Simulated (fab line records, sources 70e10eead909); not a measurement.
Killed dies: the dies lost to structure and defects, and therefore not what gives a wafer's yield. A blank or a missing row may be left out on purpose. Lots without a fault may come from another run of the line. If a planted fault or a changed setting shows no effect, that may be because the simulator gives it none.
fab line records	flow nandHarc
record lots=6	wafers=14	lastDay=33
route steps=1302 shown A_CHANNEL_HOLE_D2@592 END@1302
lots with no fault: from the same line, run without faults
startH: the number of hours between the record's first day and the start of the first shown wafer of the lot	waitH: time in hours since the lot's previous step	" the same as in the row above	L1.1+2: a single row standing in for several wafers	- no value present, or no start provided	* or withheld: withheld	< > ~ a bound
route shown NAME@n: a module of which the file shows steps, and the number in the route of the first	usual: average and standard deviation across the fault-free wafers	same: alike in all rows	chamber/n: place in a boat	sites: the reading at each site	_std_site: the values' standard deviation	_edge_site: inner sites' mean taken away from outer sites' mean	radiusMm: how far each site lies from the wafer's centre	mask NAME#n: copy n	behind: the tool/chamber that last shaped the wafer	hold: what put the lot on hold/how long, in hours/how the hold closed	device: transistor that didn't switch, given as n, p or np	end of line: the tests these same wafers got at the end of their route	for a step that has no rows: nothing shown but its recipe	killed: dies that structure and defects cost at the first sort, which is not the same as the wafer's yield	map: dies across one wafer; x = killed, . = not, _ = none there
set.NAME: the setting that was run; set.NAME@STEP: the one run at that earlier step	model.NAME: the simulator's own value behind a step, which no gauge read
lots at some steps of the route; a table a step, a row a wafer
services: when a tool's chamber went out of use (startH, in hours from the record's first day, below 0 if earlier), for how many hours, and the reason
## steps
# step NHARC_A_CHANNEL_HOLE_D2_ETCH_20
# recipe biasV=3000	sourceW=withheld	pressureMtorr=20	timeS=361.9	arFlowSccm=375	c4f8FlowSccm=89.3	o2FlowSccm=35.7	tempC=-20	targetDepthA=16000	chemistry=C4F8/O2/Ar
# step NHARC_A_CHANNEL_HOLE_D2_ETCH_21
# recipe biasV=3000	sourceW=withheld	pressureMtorr=20	timeS=514.3	arFlowSccm=375	c4f8FlowSccm=89.3	o2FlowSccm=35.7	tempC=-20	targetDepthA=16000	chemistry=C4F8/O2/Ar
# step NHARC_A_CHANNEL_HOLE_D2_ETCH_22
# recipe biasV=3000	sourceW=withheld	pressureMtorr=20	timeS=666.7	arFlowSccm=375	c4f8FlowSccm=89.3	o2FlowSccm=35.7	tempC=-20	targetDepthA=16000	chemistry=C4F8/O2/Ar
# step NHARC_A_CHANNEL_HOLE_D2_ETCH_23
# recipe biasV=5000	sourceW=withheld	pressureMtorr=20	timeS=819	arFlowSccm=375	c4f8FlowSccm=89.3	o2FlowSccm=35.7	tempC=-20	targetDepthA=16000	chemistry=C4F8/O2/Ar
# usual drypumpMotorCurrentA=5.99/0.27	showerheadPlenumPTorr=3.63/0.15	tempC=-20.01/0.11	throttleValvePct=32.156/0.0095
# same timeS=819
lot.wafer	tool	chamber	startH	waitH	drypumpMotorCurrentA	rfHoursCounterH	showerheadPlenumPTorr	tempC	throttleValvePct
L497.1	harEtch-01	1	295.35	0.5	5.87	158	3.53	-19.87	32.150
L497.3	"	1	"	"	5.86	-	3.53	-20.06	32.151
L497.6	"	0	"	"	5.83	-	3.70	-19.80	32.160
L503.2	harEtch-02	0	365.18	0.5	5.86	413	3.70	-20.09	32.155
L503.4	"	0	"	"	5.86	-	3.70	-20.04	32.157
L503.6	"	0	"	"	5.84	-	3.70	-20.06	32.154
L514.2	harEtch-02	0	471.90	0.5	5.87	39	3.68	-19.99	32.157
L517.3	harEtch-01	1	511.03	0.5	5.87	-	3.46	-20.05	32.149
L517.6	"	0	"	"	5.81	-	3.63	-20.03	32.142
L517.5	"	1	"	"	5.87	-	3.46	-20.02	32.152
L516.6	harEtch-02	1	512.62	0.6	6.50	-	3.90	-19.94	32.171
L519.4	harEtch-01	0	534.32	0.5	5.80	-	3.62	-19.99	32.148
L519.3	"	1	"	"	5.86	-	3.46	-19.69	32.164
L519.6	"	1	"	"	5.85	-	3.45	-19.89	32.159
# step NHARC_A_CHANNEL_HOLE_D2_ETCH_24
# recipe biasV=5000	sourceW=withheld	pressureMtorr=20	timeS=906.2	arFlowSccm=375	c4f8FlowSccm=93.8	o2FlowSccm=31.2	tempC=-20	targetDepthA=15000	chemistry=C4F8/O2/Ar
# usual drypumpMotorCurrentA=5.99/0.26	showerheadPlenumPTorr=3.62/0.15	tempC=-20.02/0.1	throttleValvePct=32.235/0.0091
# same timeS=906.2
lot.wafer	tool	chamber	startH	waitH	drypumpMotorCurrentA	rfHoursCounterH	showerheadPlenumPTorr	tempC	throttleValvePct
L497.1	harEtch-01	1	296.04	0.6	5.87	159	3.53	-19.84	32.244
L497.3	"	1	"	"	5.86	-	3.53	-20.08	32.239
L497.6	"	0	"	"	5.81	-	3.70	-19.82	32.234
L503.2	harEtch-02	0	365.87	0.6	5.87	414	3.70	-20.05	32.236
L503.4	"	0	"	"	5.88	-	3.70	-19.94	32.232
L503.6	"	0	"	"	5.87	-	3.70	-20.01	32.254
L514.2	harEtch-02	0	472.60	0.6	5.86	40	3.67	-19.95	32.229
L517.3	harEtch-01	1	511.76	0.6	5.88	-	3.46	-19.82	32.242
L517.6	"	0	"	"	5.85	-	3.62	-20.03	32.230
L517.5	"	1	"	"	5.87	-	3.46	-20.07	32.241
L516.6	harEtch-02	1	513.37	0.6	6.50	-	3.89	-20.26	32.239
L519.4	harEtch-01	0	535.04	0.6	5.83	-	3.62	-20.09	32.241
L519.3	"	1	"	"	5.88	-	3.45	-19.83	32.230
L519.6	"	1	"	"	5.88	-	3.45	-20.03	32.241
# step NHARC_A_CHANNEL_HOLE_D2_ETCH_25
# recipe biasV=5000	sourceW=withheld	pressureMtorr=20	timeS=1040.2	arFlowSccm=375	c4f8FlowSccm=93.8	o2FlowSccm=31.2	tempC=-20	targetDepthA=15000	chemistry=C4F8/O2/Ar
# step NHARC_A_CHANNEL_HOLE_D2_ETCH_26
# recipe biasV=300	sourceW=2000	pressureMtorr=30	timeS=224.1	arFlowSccm=375	c4f8FlowSccm=11.4	o2FlowSccm=113.6	tempC=-20	targetDepthA=3000	chemistry=C4F8/O2/Ar
# step NHARC_A_CHANNEL_HOLE_D2_ETCH_27
# recipe biasV=400	sourceW=2000	pressureMtorr=25	timeS=90	arFlowSccm=375	c4f8FlowSccm=41.7	o2FlowSccm=83.3	tempC=-20	targetDepthA=4000	chemistry=C4F8/O2/Ar
# usual drypumpMotorCurrentA=5.99/0.27	showerheadPlenumPTorr=3.66/0.15	tempC=-20.01/0.11	throttleValvePct=27.619/0.0098
# same timeS=90
lot.wafer	tool	chamber	startH	waitH	drypumpMotorCurrentA	rfHoursCounterH	showerheadPlenumPTorr	tempC	throttleValvePct
L497.1	harEtch-01	1	297.89	0.2	5.88	161	3.56	-19.88	27.624
L497.3	"	1	"	"	5.87	-	3.56	-20.00	27.635
L497.6	"	0	"	"	5.82	-	3.74	-20.16	27.602
L503.2	harEtch-02	0	367.71	0.2	5.85	416	3.74	-20.15	27.619
L503.4	"	0	"	"	5.86	-	3.74	-20.10	27.624
L503.6	"	0	"	"	5.85	-	3.74	-20.02	27.614
L514.2	harEtch-02	0	474.46	0.2	5.85	42	3.71	-19.75	27.613
L517.3	harEtch-01	1	513.32	0.2	5.87	-	3.49	-20.04	27.621
L517.6	"	0	"	"	5.83	-	3.67	-20.03	27.619
L517.5	"	1	"	"	5.89	-	3.49	-19.97	27.620
L516.6	harEtch-02	1	514.82	0.2	6.53	-	3.94	-19.80	27.597
L519.4	harEtch-01	0	536.71	0.2	5.82	-	3.66	-19.94	27.630
L519.3	"	1	"	"	5.87	-	3.49	-20.09	27.635
L519.6	"	1	"	"	5.87	-	3.49	-20.13	27.626
# step NHARC_A_CHANNEL_HOLE_D2_STRIP_41
# recipe n2FlowSccm=150	h2FlowSccm=150	arFlowSccm=0	biasW=0	chemistry=N2/H2
# step NHARC_A_CHANNEL_HOLE_D2_STRIP_42
# recipe cf4FlowSccm=100	chf3FlowSccm=30	arFlowSccm=0	biasW=0	chemistry=CF4/CHF3
# step NHARC_A_CHANNEL_HOLE_D2_STRIP_43
# recipe o2FlowSccm=400	cosFlowSccm=20	arFlowSccm=0	biasW=0	chemistry=O2/COS
# step NHARC_A_CHANNEL_HOLE_D2_ETCH_44
# recipe targetDepthA=1400	overetchA=140	timeS=77	ionEnergyEv=100	cf4FlowSccm=80	o2FlowSccm=20	arFlowSccm=0	rfW=300	biasW=100	chemistry=CF4/O2
# usual drypumpMotorCurrentA=5.5/0.47	oesProductAu=0.998/0.0083	rfVppV=197.9/1	showerheadPlenumPTorr=1.34/0.039	throttleValvePct=13.398/0.01
# same timeS=77
lot.wafer	tool	chamber	startH	waitH	drypumpMotorCurrentA	oesProductAu	rfHoursCounterH	rfVppV	showerheadPlenumPTorr	throttleValvePct
L497.3	rieDiel-04	2	298.64	0.1	5.0	0.996	5.8	198.3	1.39	13.422
L497.1	"	0	"	"	4.9	1.001	6.0	195.7	1.31	13.405
L497.6	"	2	"	"	5.0	1.005	-	198.7	1.39	13.377
L503.4	rieDiel-13	1	368.46	0.1	6.7	0.994	1.7	199.5	1.38	13.409
L503.2	"	2	"	"	5.5	1.003	1.4	196.1	1.28	13.405
L503.6	"	1	"	"	6.6	0.992	-	199.0	1.39	13.387
L514.2	rieDiel-04	3	475.25	0.1	5.9	1.004	6.3	197.5	1.40	13.387
L517.3	rieDiel-08	1	513.97	0.1	5.1	0.997	8.8	198.0	1.30	13.398
L517.5	"	1	"	"	5.1	0.995	-	198.2	1.30	13.414
L517.6	"	2	"	"	5.3	0.987	-	197.2	1.33	13.393
L516.6	rieDiel-04	1	515.47	0.1	5.5	0.999	-	197.1	1.34	13.391
L519.4	rieDiel-13	2	537.40	0.1	5.5	1.007	1.0	196.8	1.27	13.394
L519.3	"	3	"	"	5.9	0.994	0.9	197.9	1.32	13.408
L519.6	"	2	"	"	5.5	1.004	-	197.0	1.27	13.388
# step NHARC_A_CHANNEL_HOLE_D2_STRIP_28
# recipe o2FlowSccm=500	arFlowSccm=0	biasW=0	chemistry=O2
# usual drypumpMotorCurrentA=5.5/0.45	oesProductAu=1.000/0.0087	rfVppV=57.8/0.88	showerheadPlenumPTorr=3.54/0.098	throttleValvePct=17.037/0.0097
lot.wafer	tool	chamber	startH	waitH	drypumpMotorCurrentA	oesProductAu	rfHoursCounterH	rfVppV	showerheadPlenumPTorr	throttleValvePct
L497.3	rieDiel-04	2	298.79	-	5.0	1.005	5.9	58.2	3.66	17.041
L497.1	"	3	"	"	5.9	1.014	5.5	59.0	3.70	17.036
L497.6	"	2	"	"	5.0	1.011	-	56.9	3.66	17.044
L503.4	rieDiel-13	1	368.67	-	6.6	0.995	1.8	58.8	3.65	17.036
L503.2	"	2	"	"	5.5	0.990	1.5	57.2	3.38	17.033
L503.6	"	3	"	"	5.9	0.979	-	58.1	3.51	17.038
L514.2	rieDiel-04	0	475.35	-	4.9	0.996	6.9	57.7	3.45	17.024
L517.3	rieDiel-08	2	514.18	-	5.3	0.984	9.0	58.0	3.51	17.032
L517.5	"	0	"	"	6.0	0.995	-	57.7	3.50	17.052
L517.6	"	1	"	"	5.1	0.997	-	56.8	3.44	17.048
L516.6	rieDiel-04	0	515.75	-	4.9	1.005	-	57.4	3.45	17.049
L519.4	rieDiel-13	2	537.49	-	5.5	1.007	1.1	59.7	3.38	17.041
L519.3	"	1	"	"	6.7	0.999	0.7	57.1	3.65	17.056
L519.6	"	2	"	"	5.5	0.998	-	57.4	3.38	17.037
# step NHARC_A_CHANNEL_HOLE_D2_PRECLEAN_29
# recipe timeS=*	tempC=50	bathAgeMin=0	chemistry=SC1
# step NHARC_A_CHANNEL_HOLE_D2_SRD_30
# step NHARC_A_CHANNEL_HOLE_D2_CD_MEAS_31
# usual cdNm=90.2/0.81
lot.wafer	tool	chamber	startH	waitH	cdNm
L497.1	cdSem-02	-	299.43	-	88.8
L497.3	"	-	"	"	88.1
L497.6	"	-	"	"	89.2
L503.2	cdSem-01	-	369.26	-	91.1
L503.4	"	-	"	"	91.6
L503.6	"	-	"	"	91.1
L514.2	cdSem-01	-	476.17	-	89.0
L517.3	cdSem-03	-	514.77	-	90.1
L517.5	"	-	"	"	90.6
L517.6	"	-	"	"	89.8
L516.6	cdSem-01	-	516.25	-	91.2
L519.3	cdSem-01	-	538.19	-	92.5
L519.4	"	-	"	"	90.5
L519.6	"	-	"	"	90.6
# step NHARC_A_CHANNEL_HOLE_D2_XSEM_32
# recipe landingEnergyEv=35000
# usual botCdNm=74.8/1.1	bowNm=8.63/0.26	tiltDeg=0.07/0.04
lot.wafer	tool	chamber	startH	waitH	botCdNm	bowNm	tiltDeg
L497.1	xsem-01	0	299.51	0.1	73.1	8.25	0.04
L497.3	"	0	"	"	72.6	8.41	0.04
L497.6	"	0	"	"	73.5	8.31	0.04
L503.2	xsem-02	0	369.35	0.1	76.6	8.85	-0.01
L503.4	"	0	"	"	76.9	8.84	-0.01
L503.6	"	0	"	"	76.5	8.89	-0.01
L514.2	xsem-02	0	476.26	0.1	74.1	8.50	0.17
L517.3	xsem-01	0	514.86	0.1	73.1	9.22	0.08
L517.5	"	0	"	"	74.2	9.17	0.08
L517.6	"	0	"	"	73.7	9.17	0.08
L516.6	xsem-02	0	516.34	0.1	75.6	8.72	0.08
L519.3	xsem-01	0	538.28	0.1	76.3	8.51	0.10
L519.4	"	0	"	"	75.0	8.54	0.10
L519.6	"	0	"	"	74.3	8.43	0.10
# step NHARC_A_CHANNEL_HOLE_D2_INSPECT_40
# usual rawDefectCount=291/100
lot.wafer	tool	chamber	startH	waitH	hold	rawDefectCount
L497.1	defectInspect-01	-	299.61	-	-	343
L497.3	"	-	"	"	-	347
L497.6	"	-	"	"	-	339
L503.2	defectInspect-02	-	369.45	-	-	328
L503.4	"	-	"	"	-	268
L503.6	"	-	"	"	-	309
L514.2	defectInspect-01	-	476.35	-	awaitDispo/0.2h/release	910
L514.2	defectInspect-01	-	476.53	0.2	-	875
L517.3	defectInspect-01	-	514.95	-	-	246
L517.5	"	-	"	"	-	253
L517.6	"	-	"	"	-	176
L516.6	defectInspect-01	-	516.43	-	awaitDispo/0.2h/release	801
L516.6	defectInspect-01	-	516.60	0.2	-	796
L519.3	defectInspect-01	-	538.37	-	-	337
L519.4	"	-	"	"	-	296
L519.6	"	-	"	"	-	386
# step NHARC_END_SORT_01
# recipe tempC=25
# usual killedAtArray=59/17	killedAtOther=0.7/0.9	killedAtPeriphery=3.6/2.3	killedDies=63/18	killedOpen=3.4/1.9	killedShort=2.6/1.7
# same grossDies=677
lot.wafer	tool	chamber	startH	waitH	killedAtArray	killedAtOther	killedAtPeriphery	killedDies	killedOpen	killedShort
L514.2	prober-01	0	779.11	2.8	84	0	2	86	2	1
L516.6	prober-02	0	787.40	3.9	93	0	1	94	2	3
# killed by level:class
L514.2 A_CHANNEL_HOLE_D2:unspecified=45 A_CHANNEL_HOLE_D1:chamberFilmFlake=24 A_SLIT:chamberFilmFlake=6 A_CONTACT:chamberFilmFlake=5 A_CHANNEL_FILL_D1:chamberFilmFlake=2 P_GATE:geometricParticle:short=1 P_CONTACT:geometricParticle:open=1 A_CHANNEL_FILL_D2:geometricParticle:open=1
L516.6 A_CHANNEL_HOLE_D2:unspecified=52 A_CHANNEL_HOLE_D1:chamberFilmFlake=16 A_SLIT:chamberFilmFlake=7 A_STAIRCASE:chamberFilmFlake=5 A_CHANNEL_FILL_D1:chamberFilmFlake=4 A_CHANNEL_FILL_D1:geometricParticle:short=2 A_DECK1_JOINT:geometricParticle:open=2 A_CHANNEL_HOLE_D2:chamberFilmFlake=2
## services
tool	chamber	startH	hours	kind
rieDiel-08	2	335.88	5.3	repair
rieDiel-13	-	342.00	9.0	pm
rieDiel-04	-	354.90	9.0	pm
rieDiel-08	0	356.13	5.0	repair
rieDiel-08	-	367.80	9.0	pm
harEtch-02	1	367.90	-	consumableReplace:showerhead
harEtch-02	1	367.90	17.0	scheduledDown
harEtch-02	1	367.90	17.0	ventCycle
xsem-01	-	374.00	14.0	pm
harEtch-01	-	377.65	4.9	repair
harEtch-02	-	387.28	17.0	pm
harEtch-02	0	387.28	17.0	ventCycle
harEtch-02	1	387.28	17.0	ventCycle
rieDiel-08	0	390.50	23.0	repair
rieDiel-04	0	391.23	3.2	repair
harEtch-02	0	404.28	-	clean
harEtch-02	0	404.28	-	consumableReplace:focusRing
harEtch-02	-	414.25	12.5	repair
rieDiel-13	1	419.44	5.6	repair
rieDiel-04	3	422.81	5.7	repair
rieDiel-08	0	467.70	5.3	repair
rieDiel-04	1	470.09	27.1	repair
rieDiel-13	-	519.47	9.0	pm
rieDiel-04	-	531.90	9.0	pm
## key
firstSign step=NHARC_A_CHANNEL_HOLE_D2_INSPECT_40	reading=visit	direction=added
effect step=NHARC_A_CHANNEL_HOLE_D2_INSPECT_40	reading=rawDefectCount	direction=up	sigmas=5.5	usual=291	struck=856
moreKillsBornAt NHARC_A_CHANNEL_HOLE_D2_STRIP_28@rieDiel-04=97
metAt NHARC_A_CHANNEL_HOLE_D2_STRIP_28
struckWafers L514.2,L516.6
testerLeftOut L514,L516
alsoFits NHARC_A_CHANNEL_HOLE_D2_ETCH_23:harEtch-02,NHARC_A_CHANNEL_HOLE_D2_ETCH_24:harEtch-02,NHARC_A_CHANNEL_HOLE_D2_ETCH_27:harEtch-02,NHARC_A_CHANNEL_HOLE_D2_ETCH_44:rieDiel-04
fault kind=chamberParticleSource	tool=rieDiel-04	chamber=0	onsetH=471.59	steps=NHARC_A_CHANNEL_HOLE_D2_STRIP_28	ratePerVisitCm2=0.79097	endH=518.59
# testerLeftOut: of these lots the tester's yield and bins aren't shown, on N5 and GAA mostly nor the transistor test; their killed dies are dies lost to structure and defects alone, not to doping, threshold or leakage, so they don't give the yield
